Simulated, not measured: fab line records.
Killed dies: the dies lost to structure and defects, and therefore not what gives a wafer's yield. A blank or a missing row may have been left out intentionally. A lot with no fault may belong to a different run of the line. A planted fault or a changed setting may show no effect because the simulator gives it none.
fab line records	flow nand-harc
record lots=7	wafers=21	last-day=24
route steps=1159 shown P_M1@315 P_M2@318
lots that met no fault: taken from a fault-free run of the same line
start-h: hours from the record's first day to the start of the lot's first wafer shown	wait-h: how many hours have passed since the lot's step before this one	" same as the row above	L1.1+2: several wafers, shown together as one row	- no value present, or no start provided	* or withheld: withheld	< > ~ a bound
route shown NAME@n: names a module that has steps shown in the file, with the first one's number in the route	usual: the fault-free wafers' mean and standard deviation	same: alike in all rows	chamber/n: place in a boat	sites: readings site by site	_std_site: standard deviation across them	_edge_site: inner sites' mean taken away from outer sites' mean	radius-mm: for every site, how far away it sits from the centre of the wafer	mask NAME#n: copy n	behind: the last tool/chamber to shape the wafer	hold: why the lot went on hold/how many hours it stayed there/how the hold came to an end	device: transistor that didn't switch, given as n, p or np	end of line: the route-end tests of the same wafers	a step without rows: its recipe alone	killed: dies that structure and defects cost at the first sort, which is not the same as the wafer's yield	map: a wafer's dies, marking killed ones x, the rest . and places with no die _
set.NAME: setting as actually run; set.NAME@STEP: the setting as run at that earlier step	model.NAME: the simulator's own value behind a step, which no gauge read
lots seen at some steps along the route; tables by step, rows by wafer
services: when a tool's chamber went out of use (start-h, in hours from the record's first day, below 0 if earlier), for how many hours, and the reason
## steps
# step NHARC_P_M1_INSPECT_27
# usual raw-defect-count=318/110
lot.wafer	tool	chamber	start-h	wait-h	raw-defect-count
L460.2	defect-inspect-02	-	132.78	0.0	120
L460.5	"	-	"	"	232
L460.6	"	-	"	"	263
L471.1	defect-inspect-01	-	181.57	0.0	429
L471.4	"	-	"	"	408
L471.5	"	-	"	"	339
L470.2	defect-inspect-01	-	183.23	0.0	324
L470.4	"	-	"	"	287
L470.5	"	-	"	"	561
L472.1	defect-inspect-01	-	199.37	0.0	460
L472.5	"	-	"	"	317
L472.6	"	-	"	"	216
L475.2	defect-inspect-01	-	217.73	0.0	303
L475.3	"	-	"	"	468
L475.5	"	-	"	"	231
L480.1	defect-inspect-01	-	241.88	0.0	369
L480.5	"	-	"	"	621
L480.6	"	-	"	"	475
L481.3	defect-inspect-01	-	247.62	0.0	263
L481.4	"	-	"	"	284
L481.5	"	-	"	"	266
# step NHARC_P_M1_PRE_CLEAN_32
# recipe time-s=12	temp-c=370	rf-power-w=300	gas=NH3
# usual heater-power-w=622/65
lot.wafer	tool	chamber	start-h	wait-h	heater-power-w	since-wet-clean-h
L460.2	pecvd-02	2	132.95	0.2	618	148
L460.6	"	1	"	"	793	-
L460.5	"	2	"	"	613	-
L471.1	pecvd-03	2	181.64	0.1	651	58
L471.5	"	2	"	"	633	-
L471.4	"	0	"	"	635	-
L470.2	pecvd-01	1	183.30	0.1	681	114
L470.5	"	2	"	"	587	-
L470.4	"	0	"	"	660	-
L472.1	pecvd-03	2	199.45	0.1	552	75
L472.5	"	1	"	"	591	-
L472.6	"	2	"	"	560	-
L475.2	pecvd-03	1	217.79	0.1	585	94
L475.3	"	0	"	"	684	94
L475.5	"	2	"	"	610	-
L480.1	pecvd-03	2	241.96	0.1	553	118
L480.6	"	1	"	"	569	-
L480.5	"	2	"	"	565	-
L481.3	pecvd-03	2	247.69	0.1	541	124
L481.4	"	0	"	"	693	-
L481.5	"	1	"	"	598	-
# step NHARC_P_M1_DEP_33
# recipe target-thk-a=300	temp-c=370	target-thk-nm=30	pressure-torr=3	flow-sccm=200	rf-w=450	material=SiCN
# usual heater-power-w=578/62
lot.wafer	tool	chamber	start-h	wait-h	heater-power-w	since-wet-clean-h
L460.2	pecvd-02	2	133.09	0.1	520	148
L460.6	"	1	"	"	620	-
L460.5	"	2	"	"	488	-
L471.1	pecvd-03	2	181.72	0.1	585	58
L471.5	"	2	"	"	584	-
L471.4	"	0	"	"	601	-
L470.2	pecvd-01	1	183.38	0.1	637	114
L470.5	"	2	"	"	563	-
L470.4	"	0	"	"	665	-
L472.1	pecvd-03	2	199.55	0.1	492	76
L472.5	"	1	"	"	482	-
L472.6	"	2	"	"	503	-
L475.2	pecvd-03	1	217.87	0.1	539	94
L475.3	"	0	"	"	678	94
L475.5	"	2	"	"	565	-
L480.1	pecvd-03	2	242.07	0.1	508	118
L480.6	"	1	"	"	469	-
L480.5	"	2	"	"	525	-
L481.3	pecvd-03	2	247.76	0.1	546	124
L481.4	"	0	"	"	639	-
L481.5	"	1	"	"	500	-
# step NHARC_P_M2_DEP_00
# recipe target-thk-a=1825	target-thk-nm=182.5	temp-c=withheld	pressure-torr=5	flow-sccm=200	rf-w=600	material=SiOC
# step NHARC_P_M2_DEHYDRATE_01
# recipe temp-c=150	time-s=120
# step NHARC_P_M2_HMDS_02
# recipe time-s=30
# step NHARC_P_M2_COAT_34
# recipe temp-c=200	time-s=65
# step NHARC_P_M2_COAT_03
# recipe spin-rpm=1500	resist-thk-nm=90
# step NHARC_P_M2_SOFTBAKE_04
# recipe temp-c=105	time-s=55
# step NHARC_P_M2_EBR_05
# step NHARC_P_M2_EXPOSE_06
# recipe na=1.35	target-cd-nm=170	dose-mj=80.78	mask-id=P_M2
# step NHARC_P_M2_PEB_07
# recipe peb-temp-c=100	peb-time-s=65
# usual chill-plate-temp-C=23.00/0.11	exhaust-pa=44.9/0.92	resist-line-temp-C=23.03/0.1
lot.wafer	tool	chamber	start-h	wait-h	chill-plate-temp-C	exhaust-pa	resist-line-temp-C
L460.2	litho-track-06	0	134.18	0.1	22.95	45.0	22.95
L460.5	"	0	"	"	22.87	45.6	23.00
L460.6	"	0	"	"	22.90	45.3	23.04
L471.1	litho-track-04	-	182.87	0.1	-	-	-
L471.4	"	-	"	"	-	-	-
L471.5	"	-	"	"	-	-	-
L470.2	litho-track-06	-	184.54	0.1	-	-	-
L470.4	"	-	"	"	-	-	-
L470.5	"	-	"	"	-	-	-
L472.1	litho-track-04	-	200.55	0.1	-	-	-
L472.5	"	-	"	"	-	-	-
L472.6	"	-	"	"	-	-	-
L475.2	litho-track-01	0	219.07	0.1	22.99	44.9	23.06
L475.3	"	0	"	"	22.95	44.6	22.91
L475.5	"	0	"	"	23.02	43.8	23.12
L480.1	litho-track-04	0	243.19	0.1	22.99	45.3	23.26
L480.5	"	0	"	"	22.90	44.8	23.08
L480.6	"	0	"	"	23.03	44.4	22.97
L481.3	litho-track-01	0	248.81	0.0	22.98	47.2	23.00
L481.4	"	0	"	"	22.93	45.1	23.10
L481.5	"	0	"	"	22.79	45.5	22.78
# step NHARC_P_M2_DEVELOP_08
# recipe develop-time-s=35	dev-temp-c=23
## services
tool	chamber	start-h	hours	kind
pecvd-03	-	111.02	13.0	pm
pecvd-03	0	111.02	13.0	vent-cycle
pecvd-03	1	111.02	13.0	vent-cycle
pecvd-03	2	111.02	13.0	vent-cycle
litho-track-06	-	117.00	7.0	pm
pecvd-03	0	124.02	-	clean
pecvd-03	1	124.02	-	clean
pecvd-03	2	124.02	-	clean
litho-track-04	-	141.00	7.0	pm
pecvd-02	-	153.00	13.0	pm
pecvd-02	0	153.00	13.0	vent-cycle
pecvd-02	1	153.00	13.0	vent-cycle
pecvd-02	2	153.00	13.0	vent-cycle
pecvd-02	0	166.00	-	clean
pecvd-02	1	166.00	-	clean
pecvd-02	2	166.00	-	clean
litho-track-01	-	213.54	-	consumable-replace:filter
pecvd-01	-	237.33	13.0	pm
pecvd-01	0	237.33	13.0	vent-cycle
pecvd-01	1	237.33	13.0	vent-cycle
pecvd-01	2	237.33	25.0	vent-cycle
## key
first-sign step=NHARC_P_M2_PEB_07	reading=tool-record	direction=missing
effect none on later readings
met-at NHARC_P_M2_PEB_07
struck-wafers L470.2,L470.4,L470.5,L471.1,L471.4,L471.5,L472.1,L472.5,L472.6
later-rows-left-out L470.2,L470.4,L470.5,L471.1,L471.4,L471.5,L472.1,L472.5,L472.6
sort-left-out L470.2,L470.4,L470.5,L471.1,L471.4,L471.5,L472.1,L472.5,L472.6
onset-between 134.18 182.87
fault kind=skipped-step-whole	tool=litho-track-04,litho-track-06	chamber=-	onset-h=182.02	steps=NHARC_P_M2_PEB_07	scope=struck-lots-only
# sort-left-out: the simulated sort isn't trusted on such a fault, so these wafers' sort isn't shown, and their yield isn't known
# later-rows-left-out: the simulator's readings of these wafers behind a module that went badly wrong aren't trusted and aren't shown, but for the sort
